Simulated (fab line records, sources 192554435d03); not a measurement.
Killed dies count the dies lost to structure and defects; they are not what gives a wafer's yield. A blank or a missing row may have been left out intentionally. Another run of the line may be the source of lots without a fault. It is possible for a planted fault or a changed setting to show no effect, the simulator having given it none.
Comparing a struck lot with a sound one | flow n5_finfet | 22 out of 1938 route steps
Sound: the wafers L694.1, L694.4, L694.6. Struck: wafer L696.3; the same lot's L696.1 was not struck, so it is left out; see the end for the cause.
Each step with rows lists, per side, the tool, then ch with its chambers, then its first start. Under that, the readings that differ: sound wafers | struck wafers | difference of the means | sigmas: that difference in standard deviations of wafers without a fault.
alike: readings whose means differ by less than 2 such deviations, and words and numbers that are the same on both sides. not compared: withheld readings, readings that some wafer has no value for, bounds like >300 that may hide the same value, and numbers for which the record gives no deviation and whose values overlap.
Wherever a step has rows on one side only, a row that says differs or no value, or a row with sigmas, the two part there. Non-overlapping numbers with no deviation appear without sigmas and do not part them. A reading that every wafer of one side lacks parts them only if that side has two wafers or more.

first, 4 steps without rows for these wafers: N5_BEOL_M4_ANNEAL_87 (time 240 s); N5_BEOL_M4_SPUTTER_88 (material Cu, target thk 4.5 nm, time 8.29 s); N5_BEOL_M4_ANNEAL_89 (time 240 s); N5_BEOL_M4_SPUTTER_90 (material Cu, target thk 4.5 nm, time 8.29 s).
N5_BEOL_M4_ANNEAL_91: time 240 s.
  sound on pvd_sputter-03 at day 12 08:58; struck on pvd_sputter-03 at day 12 15:07
  alike: heater_power_w
then, 2 steps without rows for these wafers: N5_BEOL_M4_SPUTTER_92 (material Cu, target thk 4.5 nm, time 8.29 s); N5_BEOL_M4_ANNEAL_93 (time 240 s).
N5_BEOL_M4_SPUTTER_94: material Cu, target thk 4.5 nm, time 8.29 s.
  sound on pvd_sputter-03 at day 12 09:19; struck on pvd_sputter-03 at day 12 15:28
  alike: throttle_valve_pct
then, 3 steps without rows for these wafers: N5_BEOL_M4_ANNEAL_95 (time 240 s); N5_BEOL_M4_SPUTTER_96 (material Cu, target thk 4.5 nm, time 8.29 s); N5_BEOL_M4_ECD_50 (material Cu, target thk 300 nm).
N5_BEOL_M4_ANNEAL_51: time 90 s.
  sound on rtp_anneal-02 ch 0, day 12 09:44; struck on rtp_anneal-01 ch 0, day 12 15:56
  reading          | sound             | struck | difference | sigmas
  wafer_temp_C_max | 225.3 225.3 225.7 | 226.5  | +1.1       | +3
N5_BEOL_M4_CMP_52: polishes, stops on SiOC, t overpolish 6.8 s, target thk 40 nm.
  sound on cmp-02 ch 1,3, day 12 10:04; struck on cmp-04 ch 1, day 12 16:14
  reading                      | sound             | struck | difference | sigmas
  barrier_field_endpoint_s (s) | 25.2 25.7 25.7    | 41.3   | +15.8      | +21
  overpolish_run_s (s)         | 6.809 6.791 6.807 | 0.041  | -6.761     | -99 or more
  time_to_endpoint_s (s)       | 62 66 63          | 81     | +17        | +5
  alike: clearing_platen_down_force_psi, motor_current_A, slurry_flow_ml_min
  not compared: model.SiOC_of_BEOL_M4_ILD_DEP_00.thk_nm
N5_BEOL_M4_THK_MEAS_53: measures by xrf.
  sound on film_metro-02 at day 12 10:20; struck on film_metro-02 at day 12 16:31
  reading     | sound          | struck | difference | sigmas
  M4_THK (nm) | 40.3 40.5 40.2 | 153.5  | +113.2     | +67
then, 1 step without rows for these wafers: N5_BEOL_M4_PRE_CLEAN_60 (time 15 s).
N5_BEOL_M4_CO_CAP_55: material Co, precursor CCTBA/H2, target thk 2 nm, time 102.1 s.
  sound on cvd_co-01 ch 0,1,2, day 12 10:24; struck on cvd_co-01 ch 1, day 12 16:36
  alike: heater_power_w
then, 2 steps without rows for these wafers: N5_BEOL_M4_PRE_CLEAN_56 (time 15 s); N5_BEOL_M4_DEP_57 (deposits SiCN from 3MS/NH3, target thk 8 nm, time 14 s).
N5_BEOL_M4_INSPECT_59: inspects for defects (darkfield).
  sound on defect_inspect-02 at day 12 10:37; struck on defect_inspect-02 at day 12 16:49
  reading          | sound    | struck | difference | sigmas
  raw_defect_count | 62 69 89 | 4956   | +4883      | +99 or more
N5_BEOL_M4_RC_MEAS_101:
  the record has rows for the sound wafers here (prober-01 ch 0, day 12 10:38) and none for the struck ones
N5_BEOL_M5_ILD_DEP_00: deposits SiCOH lowk from DEMS/porogen, target thk 140.64 nm, time 25.9 s.
  the record has rows for the sound wafers here (pecvd-02 ch 1,2, day 12 11:36) and none for the struck ones
-- here the record skips 4 days between the struck wafers' starts before and after, leaving off in module BEOL_M5 and picking up in module PASSIVATION (first step shown: number 1936 of the route) --
N5_PASSIVATION_PROBE_49:
  sound on prober-01 at day 16 19:32; struck on prober-01 at day 17 02:59
  reading                  | sound          | struck | difference | sigmas
  defect_limited_yield (%) | 88.9 92.5 91.0 | 0      | -91        | -61
  killed_at_M4_up          | 9 13 21        | 1078   | +1064      | +99 or more
  killed_dies              | 131 89 106     | 1180   | +1071      | +60
  killed_on_rim            | 20 8 16        | 152    | +137       | +29
  sort_n_pass              | 1049 1091 1074 | 0      | -1071      | -60
  sort_yield_pct (%)       | 88.9 92.5 91.0 | 0      | -91        | -61
  alike: killed_at_M0_to_M3, killed_at_contacts, killed_at_front_end, killed_at_other, killed_open, killed_short, sort_bin_5_function, sort_bin_6_memory

## WHERE THEY PART
First at N5_BEOL_M4_ANNEAL_51; last, within this record, at N5_PASSIVATION_PROBE_49.

WHY: what the simulator had put in
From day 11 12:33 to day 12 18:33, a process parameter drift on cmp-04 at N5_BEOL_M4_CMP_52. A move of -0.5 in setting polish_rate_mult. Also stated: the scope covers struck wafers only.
